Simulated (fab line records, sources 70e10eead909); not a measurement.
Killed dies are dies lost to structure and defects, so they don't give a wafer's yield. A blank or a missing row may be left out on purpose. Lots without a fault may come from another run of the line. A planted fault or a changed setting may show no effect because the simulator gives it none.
A struck lot beside a sound one | flow nand_harc | 39 steps out of a route of 1302
Sound: wafers L460.2, L460.4, L460.6. Struck: wafer L468.3. (L468.1, L468.2 of the same lot were not struck and are left out.) The cause comes at the end.
At each step with rows: each side's tool, then ch and its chambers, then its first start. Under that, the readings that differ: sound wafers | struck wafers | difference of the means | sigmas: that difference in standard deviations of wafers without a fault.
alike: readings whose means differ by less than 2 such deviations, and words and numbers that are the same on both sides. not compared: withheld readings, readings that some wafer has no value for, bounds like >300 that may hide the same value, and numbers for which the record gives no deviation and whose values overlap.
The two part at a step that has a row with sigmas, a row that says differs or no value, or rows on one side only. Numbers that don't overlap but have no deviation are shown without sigmas and don't part them. A reading that every wafer of one side lacks parts them only if that side has two wafers or more.

first, 8 steps without rows for these wafers: NHARC_P_BONDPAD_HMDS_02 (time 30 s); NHARC_P_BONDPAD_COAT_36 (time 65 s); NHARC_P_BONDPAD_COAT_03 (resist thk 600 nm); NHARC_P_BONDPAD_SOFTBAKE_04 (time 70 s); NHARC_P_BONDPAD_EBR_05; NHARC_P_BONDPAD_EXPOSE_06 (exposes mask P BPAD); NHARC_P_BONDPAD_PEB_07 (peb time 80 s); NHARC_P_BONDPAD_DEVELOP_08 (time 50 s).
NHARC_P_BONDPAD_CD_MEAS_09: target cd 500 nm.
  sound on cd_sem-01 ch 0, day 9 11:41; struck on cd_sem-02 ch 0, day 12 18:38
  alike: cd_nm
NHARC_P_BONDPAD_OVL_MEAS_38:
  sound on overlay-01, day 9 11:47; struck on overlay-01, day 12 18:44
  alike: overlay_x_nm, overlay_y_nm
then, 2 steps without rows for these wafers: NHARC_P_BONDPAD_HARDBAKE_10 (time 65 s); NHARC_P_BONDPAD_DESCUM_11 (chemistry O2, time 3 s).
NHARC_P_BONDPAD_ETCH_37: etches the open film in N2/H2, target depth 60 nm, overetch 18 nm, time 65.91 s.
  sound on rie_diel-02 ch 0,1,2, day 9 12:00; struck on rie_diel-02 ch 2, day 12 18:56
  alike: drypump_motor_current_A, h2_flow_sccm, oes_product_au, rf_vpp_V, showerhead_plenum_p_Torr, throttle_valve_pct
  not compared: rf_hours_counter_h
then, 1 step without rows for these wafers: NHARC_P_BONDPAD_ETCH_12 (etches the open film in CHF3/O2, target depth 200 nm, time 100 s).
NHARC_P_BONDPAD_CD_MEAS_13:
  sound on cd_sem-03, day 9 12:13; struck on cd_sem-03, day 12 19:10
  alike: cd_nm
NHARC_P_BONDPAD_STRIP_15: strips in O2.
  sound on rie_diel-02 ch 0,1, day 9 12:17; struck on rie_diel-08 ch 3, day 12 19:16
  reading                     | sound          | struck | difference | sigmas
  drypump_motor_current_A (A) | 5.54 5.62 5.53 | 6.38   | +0.82      | +3
  alike: oes_product_au, rf_vpp_V, showerhead_plenum_p_Torr, throttle_valve_pct
  not compared: rf_hours_counter_h
NHARC_P_BONDPAD_ETCH_24: etches the open film in CF4/N2, target depth 30 nm, time 72.99 s.
  sound on rie_diel-02 ch 0,1,2; struck on rie_diel-08 ch 3
  reading                     | sound          | struck | difference | sigmas
  drypump_motor_current_A (A) | 5.54 5.64 5.53 | 6.36   | +0.79      | +3
  alike: oes_product_au, rf_vpp_V, showerhead_plenum_p_Torr, throttle_valve_pct
  not compared: rf_hours_counter_h
then, 2 steps without rows for these wafers: NHARC_P_BONDPAD_STRIP_16 (strips in post etch residue remover, time 600 s); NHARC_P_BONDPAD_DEGAS_25 (time 60 s).
NHARC_P_BONDPAD_PRE_CLEAN_26: time 30 s.
  sound on pvd_sputter-01; struck on pvd_sputter-03
  alike: heater_power_w
then, 1 step without rows for these wafers: NHARC_P_BONDPAD_PVD_17 (deposits TaN, target thk 5 nm, time 8.06 s).
NHARC_P_BONDPAD_PVD_27: deposits Cu, target thk 30 nm, time 20.49 s.
  sound on pvd_sputter-01; struck on pvd_sputter-03
  alike: throttle_valve_pct
then, 1 step without rows for these wafers: NHARC_P_BONDPAD_ECD_18 (material Cu, target thk 400 nm).
NHARC_P_BONDPAD_ANNEAL_28: time 90 s.
  sound on rtp_anneal-01 ch 0, day 9 13:40; struck on rtp_anneal-01 ch 0, day 12 20:33
  alike: anneal_temp_c, wafer_temp_C_max
then, 1 step without rows for these wafers: NHARC_P_BONDPAD_CMP_19 (polishes, t overpolish 30 s, cu recess touch 16 s, target thk 160.81 nm).
NHARC_P_BONDPAD_THK_MEAS_20: measures by xrf.
  sound on film_metro-01, day 9 14:17; struck on film_metro-01, day 12 21:13
  alike: thk_nm
then, 12 steps without rows for these wafers: NHARC_P_BONDPAD_SRD_21 (time 30 s, dry time 20 s); NHARC_P_BONDPAD_ACTIVATE_29 (chemistry N2, time 60 s); NHARC_P_BONDPAD_PRECLEAN_30 (cleans in DIW, time 300 s); NHARC_P_BONDPAD_SRD_31 (time 30 s, dry time 20 s); NHARC_A_ZERO_WELL_PRECLEAN_00 (cleans in SPM, time 600 s); NHARC_A_ZERO_WELL_SRD_01; NHARC_A_ZERO_WELL_DEHYDRATE_02 (time 120 s); NHARC_A_ZERO_WELL_HMDS_03 (time 30 s); NHARC_A_ZERO_WELL_COAT_18 (time 65 s); NHARC_A_ZERO_WELL_COAT_04 (resist thk 600 nm); NHARC_A_ZERO_WELL_SOFTBAKE_05 (time 70 s); NHARC_A_ZERO_WELL_EBR_06.
-- the record jumps here: 18 days lie between the struck wafers' starts before and after (it left off in module A_ZERO_WELL and takes up again in module END, whose first step shown is number 1302 of the route) --
NHARC_END_SORT_01:
  sound on prober-01 ch 0, day 26 23:32; struck on prober-01 ch 0, day 30 13:40
  reading                  | sound          | struck | difference | sigmas
  defect_limited_yield (%) | 88.9 88.3 86.9 | 76.4   | -11.6      | -6
  killed_at_periphery      | 4 2 7          | 102    | +98        | +35
  killed_dies              | 75 79 89       | 160    | +79        | +6
  killed_short             | 3 3 3          | 7      | +4         | +2
  sort_bin_2_pct (%)       | 4.7 3.8 3.5    | 9.3    | +5.3       | +6
  sort_bin_3_pct (%)       | 0.9 1.3 1.8    | 6.4    | +5.1       | +15
  sort_n_pass              | 602 598 588    | 517    | -79        | -6
  sort_yield_pct (%)       | 88.9 88.3 86.9 | 76.4   | -11.6      | -6
  alike: killed_at_array, killed_at_other, killed_open, sort_bin_4_pct, sort_rim_yield_pct

WHERE THEY PART
First at NHARC_P_BONDPAD_STRIP_15; last, within this record, at NHARC_END_SORT_01.

WHY: what the simulator had put in
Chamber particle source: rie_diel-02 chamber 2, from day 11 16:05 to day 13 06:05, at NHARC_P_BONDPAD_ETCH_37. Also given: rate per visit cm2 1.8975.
